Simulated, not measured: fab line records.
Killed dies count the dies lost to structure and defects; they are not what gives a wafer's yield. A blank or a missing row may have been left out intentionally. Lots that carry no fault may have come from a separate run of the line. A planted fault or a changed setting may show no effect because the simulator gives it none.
Chamber matching ; flow nandHarc ; NHARC_A_CONTACT_DESCUM_47 on rieDiel-13 has 4 sister chambers
The step chemistry O2, time 3 s. 14 wafers are shown with their chamber, then 7 later ones without.

## EACH WAFER AND ITS CHAMBER
wafer;chamber;showerheadPlenumPTorr (Torr);drypumpMotorCurrentA (A);oesProductAu (a.u.)
L078.1;3;1.87;5.4;1.001
L078.3;0;1.90;5.5;1.001
L078.5;0;1.90;5.4;1.012
L079.2;0;1.89;5.4;1.012
L079.5;1;1.80;6.3;1.000
L079.6;0;1.90;5.4;1.002
L080.3;2;2.06;5.6;1.019
L080.4;3;1.86;5.4;1.002
L080.5;0;1.89;5.4;1.017
L083.1;3;1.86;5.4;0.998
L083.2;2;2.06;5.7;1.004
L083.3;0;1.89;5.5;1.006
L088.3;1;1.80;6.3;0.992
L088.5;1;1.80;6.3;1.006

SIGNATURES (means of the wafers above)
reading;chamber 0;chamber 1;chamber 2;chamber 3;scatter within a chamber
showerheadPlenumPTorr;1.8950;1.8000;2.0600;1.8633;0.00465
drypumpMotorCurrentA;5.433;6.300;5.650;5.400;0.0428
oesProductAu;1.00833;0.99933;1.01150;1.00033;0.00649
Rule: distance of a wafer from a chamber = root of the sum over the readings of ((wafer's reading minus chamber's mean) / reading's scatter) squared. The wafer belongs to the nearest chamber; if the next one is less than 2 further off, it can't be placed. The scatter: the root of (the sum of the squares of (reading less its chamber's mean) over the shown wafers, divided by (wafers less chambers)).

## WAFERS MISSING THEIR CHAMBER
wafer;showerheadPlenumPTorr (Torr);drypumpMotorCurrentA (A);oesProductAu (a.u.)
L088.6;1.89;5.4;1.012
L086.1;2.06;5.7;0.997
L086.2;1.89;5.5;0.999
L086.3;1.86;5.4;0.994
L096.2;2.05;5.6;1.007
L096.3;1.79;6.3;1.013
L096.4;1.88;5.5;1.000

## WHICH CHAMBER EACH WENT THROUGH
wafer;from the rows above;in truth
L088.6;0;0
L086.1;2;2
L086.2;0;0
L086.3;3;3
L096.2;2;2
L096.3;1;1
L096.4;can't be placed: 0 or 3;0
Placed correctly: 6 of 7. Can't be placed from these rows: 1 (the true chamber is among the candidates in 1). Placed wrongly: 0.
